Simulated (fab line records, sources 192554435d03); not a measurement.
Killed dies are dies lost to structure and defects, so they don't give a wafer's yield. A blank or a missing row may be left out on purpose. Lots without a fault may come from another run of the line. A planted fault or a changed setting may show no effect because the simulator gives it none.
Split-lot experiment | flow n5_finfet | 7 lots, 21 wafers read, on a route of 1938 steps

THE SPLIT
At N5_BEOL_M11_TRENCH_ETCH_37 (etches SiCOH lowk in C4F6/O2, target depth 148.83 nm, time 48 s), the setting bias_w was moved away from the recipe's 185 W on 5 of the 21 wafers read, by -15.0% to +17.5%. The other wafers ran this setting at the recipe's value.

The reading is taken at the split's own step.

THE READING
rf_vpp_V, in V, at N5_BEOL_M11_TRENCH_ETCH_37 (etches SiCOH lowk in C4F6/O2, target depth 148.83 nm, time 48 s). Fault-free wafers of this fab line usually give 669 V, standard deviation 12 V.

wafer  | tool, chamber at the split | bias_w as run, W | against the recipe | rf_vpp_V, V | against lot-mates on the recipe
L074.1 | rie_diel-02, 3             | 185              | recipe             | 665         | -
L074.2 | rie_diel-02, 0             | 185              | recipe             | 663         | -
L074.5 | rie_diel-02, 2             | 212.7            | +15.0%             | 745         | +81
L076.1 | rie_diel-01, 1             | 185              | recipe             | 662         | -
L076.4 | rie_diel-01, 3             | 217.4            | +17.5%             | 758         | +94
L076.5 | rie_diel-01, 3             | 185              | recipe             | 666         | -
L079.2 | rie_diel-02, 1             | 169.4            | -8.4%              | 619         | -47
L079.3 | rie_diel-02, 3             | 185              | recipe             | 664         | -
L079.5 | rie_diel-02, 2             | 185              | recipe             | 668         | -
L086.2 | rie_diel-02, 1             | 185              | recipe             | 664         | -
L086.3 | rie_diel-02, 0             | 157.2            | -15.0%             | 582         | -80
L086.5 | rie_diel-02, 0             | 185              | recipe             | 661         | -
L087.1 | rie_diel-01, 2             | 185              | recipe             | 690         | -
L087.2 | rie_diel-01, 0             | 185              | recipe             | 661         | -
L087.6 | rie_diel-01, 1             | 185              | recipe             | 663         | -
L090.3 | rie_diel-02, 2             | 185              | recipe             | 666         | -
L090.5 | rie_diel-02, 1             | 185              | recipe             | 666         | -
L090.6 | rie_diel-02, 2             | 185              | recipe             | 668         | -
L094.1 | rie_diel-05, 2             | 209.4            | +13.2%             | 710         | +28
L094.3 | rie_diel-05, 0             | 185              | recipe             | 694         | -
L094.6 | rie_diel-05, 3             | 185              | recipe             | 671         | -

THE FIT
A straight line over all 21 wafers: rf_vpp_V changes by +5.01 V for each +1% of bias_w; r = +0.96; the points scatter about the line by 11 V.
The same after taking each lot's own level away (the mean of its wafers on the recipe; 21 wafers): +4.85 V for each +1%; r = +0.95; scatter 11 V.
On that fit, the largest move of bias_w shifts the reading by 85 V.
The lots' own levels span 662.5 to 682.5 V, that is 1.7 times the standard deviation above.
So the lot-to-lot level changes the slope little: the two slopes agree.
Check: with one of the wafers moved furthest among these (+17.5%) left out of the fit, the line predicts +78.4 V for it against its lot-mates. It came out at +94 V against them.
Tool readings at the split's step, against how far the setting was moved: rf_vpp_V r = +0.96.

OTHER SPLITS ON THESE WAFERS
These wafers also went through other splits before the reading. Each is held against what the fit with the lots' levels taken away leaves over:
other split on the same wafers | wafers away from the commonest value | r with rf_vpp_V (lot level and that fit taken away)
N5_BEOL_M11_COAT_59 spin_rpm   | 3                                    | -0.12

THE FILE'S OWN FIT
rf_vpp_V changes by +4.83 V for each +1% of bias_w, r = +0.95.
